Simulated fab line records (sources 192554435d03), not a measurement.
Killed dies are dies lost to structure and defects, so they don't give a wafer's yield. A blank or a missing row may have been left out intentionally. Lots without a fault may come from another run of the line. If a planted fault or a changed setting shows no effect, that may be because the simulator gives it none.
Which of the tools did it? | flow n5_finfet | Sampling: 9 lots, 26 wafers, 5 of 1938 route steps

## WHAT EACH GAUGE READ, for each wafer
N5_WELL_APT_OVL_MEAS_26. Usual: PWELL_OVL -2 nm, standard deviation 5.5.
lot  | measured    | on         | PWELL_OVL (nm) | flag
L366 | day 1 14:58 | overlay-02 | 1 -5 -8        |
L370 | day 2 14:58 | overlay-01 | -11 -3 -4      |
L371 | day 2 20:50 | overlay-01 | -7 -13 -4      |
L372 | day 3 03:02 | overlay-02 | 8 1 4          |
L374 | day 3 15:14 | overlay-01 | 1 2 -2         |
L384 | day 6 03:16 | overlay-01 | -11 -17 -19    |
L386 | day 6 14:58 | overlay-01 | 4 -1 1         |
L387 | day 6 20:59 | overlay-02 | -6 -5          |
L388 | day 7 03:08 | overlay-02 | -2 -4 -4       |

N5_BEOL_M4_RC_MEAS_101. Usual: DIBL_N 36.5 mV/V, standard deviation 1.8; DIBL_P 36.5 mV/V, standard deviation 2.1; IOFF_N 0.17 nA/um, standard deviation 0.031; IOFF_P 0.22 nA/um, standard deviation 0.036; ION_N 677 uA/um, standard deviation 11; ION_P 463 uA/um, standard deviation 8; SS_N 71.6 mV/dec, standard deviation 0.61; SS_P 73.3 mV/dec, standard deviation 0.63; VT_N 249 mV, standard deviation 3.1; VT_P -250 mV, standard deviation 3.3.
lot  | measured     | on        | DIBL_N (mV/V)  | DIBL_P (mV/V)  | IOFF_N (nA/um) | IOFF_P (nA/um) | ION_N (uA/um) | ION_P (uA/um) | SS_N (mV/dec)  | SS_P (mV/dec)  | VT_N (mV)   | VT_P (mV)      | flag
L366 | day 7 22:33  | prober-02 | 33.8 35.2 33.9 | 32.6 34.7 32.7 | 0.12 0.15 0.13 | 0.15 0.20 0.16 | 655 672 659   | 446 457 447   | 71.0 71.0 70.7 | 72.9 73.3 71.9 | 253 248 253 | -257 -250 -255 |
L370 | day 8 21:28  | prober-01 | 37.0 38.6 36.6 | 36.2 39.5 36.2 | 0.16 0.19 0.15 | 0.20 0.25 0.20 | 671 691 676   | 458 474 469   | 71.6 71.3 70.8 | 73.5 74.3 73.4 | 247 247 249 | -251 -247 -248 |
L371 | day 9 10:14  | prober-01 | 38.5 34.7 36.1 | 38.5 34.7 35.5 | 0.21 0.14 0.15 | 0.26 0.20 0.20 | 694 681 679   | 476 468 469   | 72.0 71.0 71.7 | 73.7 72.8 73.1 | 242 250 250 | -245 -248 -249 |
L372 | day 9 20:15  | prober-02 | 35.0 35.7 33.9 | 35.6 36.2 34.9 | 0.13 0.15 0.13 | 0.19 0.20 0.18 | 667 678 675   | 465 467 463   | 70.8 71.3 70.9 | 73.1 73.9 72.5 | 249 249 251 | -251 -253 -251 |
L374 | day 10 03:37 | prober-02 | 35.0 35.3 36.3 | 34.7 34.6 35.7 | 0.15 0.16 0.16 | 0.20 0.20 0.21 | 676 677 678   | 462 465 462   | 71.1 70.5 71.2 | 73.3 72.5 73.3 | 247 246 250 | -251 -251 -251 |
L384 | day 12 13:29 | prober-02 | 38.7 35.6 38.0 | 39.5 35.4 37.7 | 0.19 0.13 0.17 | 0.25 0.19 0.22 | 680 669 669   | 469 461 460   | 71.8 71.8 72.6 | 73.7 73.0 73.1 | 247 253 249 | -249 -252 -249 |
L386 | day 13 18:14 | prober-01 | 35.3 34.3 34.7 | 37.2 35.6 36.1 | 0.15 0.13 0.14 | 0.20 0.18 0.19 | 679 677 675   | 467 464 465   | 70.5 71.4 71.3 | 73.8 73.4 73.8 | 250 251 250 | -252 -252 -250 |
L387 | day 13 21:04 | prober-02 | 33.1 36.2      | 32.2 36.9      | 0.11 0.17      | 0.17 0.22      | 649 664       | 458 463       | 70.5 72.0      | 72.9 72.4      | 253 251     | -252 -249      |
L388 | day 14 00:46 | prober-02 | 36.9 38.9 35.3 | 37.0 39.9 35.8 | 0.17 0.21 0.16 | 0.25 0.29 0.22 | 673 687 683   | 465 476 472   | 71.8 72.7 71.2 | 73.1 73.8 72.8 | 247 247 250 | -246 -243 -248 |

## EACH LOT AND THE TOOL THAT RAN IT (in order: tool; ch and the chambers of the sampled wafers; start)
lot  | N5_ZERO_LAYER_ETCH_18           | N5_PMOS_HMC_CHANNEL_EPI_ETCH_38 | N5_FIN_SAQP_ALD_61
L366 | rie_si-02 ch 0,1,2, day 1 12:56 | rie_si-01 ch 1,2,3, day 1 18:01 | ald_sin-04 ch 0,1, day 1 20:28
L370 | rie_si-03 ch 0,1,3, day 2 13:00 | rie_si-01 ch 2,3, day 2 17:52   | ald_sin-04 ch 1,2,3, day 2 20:17
L371 | rie_si-05 ch 0,1, day 2 18:47   | rie_si-06 ch 1,2, day 2 23:48   | ald_sin-01 ch 0,1,3, day 3 02:14
L372 | rie_si-02 ch 0,2,3, day 3 00:48 | rie_si-06 ch 0,2,3, day 3 06:18 | ald_sin-04 ch 0,3, day 3 10:29
L374 | rie_si-05 ch 0,1,3, day 3 13:08 | rie_si-04 ch 1,2,3, day 3 18:02 | ald_sin-04 ch 1,2,3, day 3 20:28
L384 | rie_si-05 ch 2,3, day 6 01:03   | rie_si-06 ch 1,2,3, day 6 06:00 | ald_sin-03 ch 0,3, day 6 09:02
L386 | rie_si-02 ch 0,1,3, day 6 12:55 | rie_si-01 ch 2,3, day 6 18:16   | ald_sin-04 ch 0,3, day 6 21:11
L387 | rie_si-02 ch 1,3, day 6 18:49   | rie_si-01 ch 1,2, day 6 23:43   | ald_sin-03 ch 0,3, day 7 02:40
L388 | rie_si-02 ch 0,2,3, day 7 00:47 | rie_si-04 ch 1,2,3, day 7 05:49 | ald_sin-03 ch 0,1,2, day 7 09:07
- N5_ZERO_LAYER_ETCH_18: etches Si in HBr/Cl2, target depth 120 nm, time 40 s.
- N5_PMOS_HMC_CHANNEL_EPI_ETCH_38: etches SiO2 in CF4, target depth 1.5 nm.
- N5_FIN_SAQP_ALD_61: deposits SiO2, target thk 4 nm, pulse time 1 s, purge time 2 s.

## AS READ BY THE TOOLS THEMSELVES (means over the sampled wafers that have a number; for cases with no such wafer, the mark the record gives instead)
N5_ZERO_LAYER_ETCH_18. Usual: HBr_flow_sccm 150.0 sccm, standard deviation 0.52; bias_w 74.98 W, standard deviation 0.23; chamber_pressure_mTorr 9.999 mTorr, standard deviation 0.0089; drypump_motor_current_A 5.6 A, standard deviation 0.32; he_backside_leak_sccm 2.9 sccm, standard deviation 0.46; oes_product_au 1.004 a.u., standard deviation 0.012; throttle_valve_pct 36.42 %, standard deviation 0.21.
lot  | tool      | HBr_flow_sccm (sccm) | bias_w (W) | chamber_pressure_mTorr (mTorr) | drypump_motor_current_A (A) | he_backside_leak_sccm (sccm) | oes_product_au (a.u.) | throttle_valve_pct (%) | flag
L366 | rie_si-02 | 149.8                | 74.78      | 9.996                          | 5.4                         | 3.1                          | 1.000                 | 36.59                  |
L370 | rie_si-03 | 149.9                | 74.93      | 10.000                         | 5.8                         | 3.0                          | 1.015                 | 36.20                  |
L371 | rie_si-05 | 150.0                | 75.01      | 10.000                         | 6.0                         | 2.7                          | 1.013                 | 36.47                  |
L372 | rie_si-02 | 150.2                | 74.89      | 10.003                         | 5.6                         | 2.8                          | 0.998                 | 36.65                  |
L374 | rie_si-05 | 150.1                | 74.91      | 9.998                          | 5.8                         | 2.9                          | 1.002                 | 36.40                  |
L384 | rie_si-05 | 149.5                | 75.20      | 9.996                          | 5.3                         | 3.0                          | 1.001                 | 36.21                  |
L386 | rie_si-02 | 150.0                | 74.96      | 9.994                          | 5.4                         | 3.0                          | 0.995                 | 36.42                  |
L387 | rie_si-02 | 149.9                | 75.18      | 9.995                          | 5.4                         | 3.0                          | 0.990                 | 36.39                  |
L388 | rie_si-02 | 150.6                | 74.94      | 9.997                          | 5.5                         | 2.6                          | 0.997                 | 36.55                  |

N5_PMOS_HMC_CHANNEL_EPI_ETCH_38. Usual: bias_w 400.1 W, standard deviation 1.2; chamber_pressure_mTorr 10.000 mTorr, standard deviation 0.0089; drypump_motor_current_A 5.6 A, standard deviation 0.35; he_backside_leak_sccm 2.7 sccm, standard deviation 0.31; oes_product_au 0.995 a.u., standard deviation 0.02; throttle_valve_pct 21.77 %, standard deviation 0.26.
lot  | tool      | bias_w (W) | chamber_pressure_mTorr (mTorr) | drypump_motor_current_A (A) | he_backside_leak_sccm (sccm) | oes_product_au (a.u.) | throttle_valve_pct (%) | flag
L366 | rie_si-01 | 400.4      | 10.003                         | 5.6                         | 2.7                          | 0.999                 | 21.63                  |
L370 | rie_si-01 | 398.8      | 9.995                          | 5.7                         | 2.8                          | 0.982                 | 21.63                  |
L371 | rie_si-06 | 400.2      | 9.998                          | 5.4                         | 2.6                          | 0.979                 | 21.60                  |
L372 | rie_si-06 | 400.7      | 10.006                         | 5.6                         | 2.9                          | 0.990                 | 21.76                  |
L374 | rie_si-04 | 400.5      | 9.993                          | 5.5                         | 2.7                          | 1.017                 | 21.91                  |
L384 | rie_si-06 | 405.6      | 9.996                          | 5.7                         | 2.6                          | 0.986                 | 21.56                  | OFF
L386 | rie_si-01 | 400.1      | 10.000                         | 5.7                         | 2.7                          | 0.992                 | 21.64                  |
L387 | rie_si-01 | 400.4      | 9.989                          | 5.7                         | 2.8                          | 0.997                 | 21.64                  |
L388 | rie_si-04 | 400.9      | 10.003                         | 5.5                         | 3.2                          | 1.011                 | 21.91                  |

N5_FIN_SAQP_ALD_61. Usual: heater_power_w 502 W, standard deviation 60; precursor_pulse_height_rel 1.001, standard deviation 0.021.
lot  | tool       | heater_power_w (W) | precursor_pulse_height_rel | flag
L366 | ald_sin-04 | 521                | 1.019                      |
L370 | ald_sin-04 | 549                | 1.016                      |
L371 | ald_sin-01 | 468                | 0.981                      |
L372 | ald_sin-04 | 530                | 1.008                      |
L374 | ald_sin-04 | 553                | 0.995                      |
L384 | ald_sin-03 | 456                | 0.991                      |
L386 | ald_sin-04 | 473                | 1.006                      |
L387 | ald_sin-03 | 450                | 0.992                      |
L388 | ald_sin-03 | 514                | 1.023                      |

## THE ANSWER, worked out from the rows above alone
Rule: a lot is off if the mean of its wafers that have a number lies more than 3 standard deviations from the usual mean. Also off: a lot with no number at a reading for which 4 or more lots have one. The other lots that the step has rows for count as sound. After the gauges, taken in route order, come the tools' own readings; for these a lot's mean is taken, as printed above. At the first step where some lot is off, the reading lying furthest off is the one used; lots without a number count as furthest.
Off at N5_PMOS_HMC_CHANNEL_EPI_ETCH_38 (bias_w): L384.
If a tool, at that step or one of the process steps before it, ran each lot that is off and ran no sound lot following the first of them, it fits. This does not decide it: 2 tools fit, namely rie_si-05 at N5_ZERO_LAYER_ETCH_18 and rie_si-06 at N5_PMOS_HMC_CHANNEL_EPI_ETCH_38.

## WHAT HAD BEEN PUT IN BY THE SIMULATOR
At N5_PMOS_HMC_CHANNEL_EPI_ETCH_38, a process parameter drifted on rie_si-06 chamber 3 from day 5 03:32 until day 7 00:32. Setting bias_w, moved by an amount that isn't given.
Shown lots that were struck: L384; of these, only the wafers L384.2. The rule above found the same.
